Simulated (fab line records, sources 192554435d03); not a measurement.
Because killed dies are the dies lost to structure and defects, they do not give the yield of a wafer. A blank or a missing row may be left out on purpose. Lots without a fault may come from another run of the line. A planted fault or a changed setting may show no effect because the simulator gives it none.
Chamber matching    flow n5-finfet    N5_BEOL_M9_ETCH_65 on rie-diel-06: 4 sister chambers
The step etches SiARC in CF4, target depth 15.6 nm, time 26 s. 18 wafers are shown with their chamber, then 9 later ones without.

== WAFERS PAIRED WITH THEIR CHAMBERS ==
wafer   chamber  showerhead-plenum-p-Torr (Torr)  throttle-valve-pct (%)  drypump-motor-current-A (A)
L074.2  1        2.28                             15.36                   5.7
L074.3  3        2.10                             15.47                   5.1
L074.4  0        2.12                             15.88                   5.4
L076.2  3        2.10                             15.48                   5.2
L076.3  0        2.12                             15.87                   5.4
L076.5  0        2.12                             15.87                   5.4
L077.4  1        2.28                             15.39                   5.7
L077.5  0        2.12                             15.87                   5.4
L077.6  3        2.10                             15.48                   5.1
L080.2  3        2.10                             15.50                   5.2
L080.3  0        2.12                             15.89                   5.4
L080.6  1        2.27                             15.39                   5.8
L083.2  3        2.10                             15.50                   5.1
L083.3  2        2.15                             15.72                   5.8
L083.6  0        2.12                             15.89                   5.4
L081.3  0        2.11                             15.89                   5.4
L081.5  2        2.15                             15.74                   5.8
L081.6  3        2.10                             15.50                   5.2

SIGNATURES (averages over the wafers above)
reading                   chamber 0  chamber 1  chamber 2  chamber 3  scatter within a chamber
showerhead-plenum-p-Torr  2.1186     2.2767     2.1500     2.1000     0.0033
throttle-valve-pct        15.8800    15.3800    15.7300    15.4883    0.0128
drypump-motor-current-A   5.400      5.733      5.800      5.150      0.0393
Rule: for each reading, subtract the chamber's mean from the wafer's reading, divide by that reading's scatter and square the result; add these up over the readings and take the root, which gives the wafer's distance from the chamber. The wafer belongs to the nearest chamber; if the next one is less than 2 further off, it can't be placed. The scatter is the square root of a quotient: the sum, over the shown wafers, of each reading's squared deviation from its chamber's mean, divided by wafers minus chambers.

== WAFERS MISSING THEIR CHAMBER ==
wafer   showerhead-plenum-p-Torr (Torr)  throttle-valve-pct (%)  drypump-motor-current-A (A)
L089.3  2.09                             15.51                   5.1
L089.4  2.27                             15.43                   5.7
L089.5  2.15                             15.77                   5.8
L094.1  2.14                             15.78                   5.8
L094.2  2.09                             15.56                   5.2
L094.3  2.26                             15.46                   5.7
L096.4  2.08                             15.58                   5.1
L096.5  2.11                             15.47                   5.4
L096.6  2.26                             15.49                   5.7

== THE CHAMBER EACH PASSED THROUGH ==
wafer    from the rows above   in truth
L089.3   3                     3
L089.4   1                     1
L089.5   2                     2
L094.1   2                     2
L094.2   3                     3
L094.3   1                     1
L096.4   3                     3
L096.5   3                     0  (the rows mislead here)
L096.6   1                     1
8 of 9 placed correctly. Can't be placed from these rows: 0. Wrongly placed: 1.
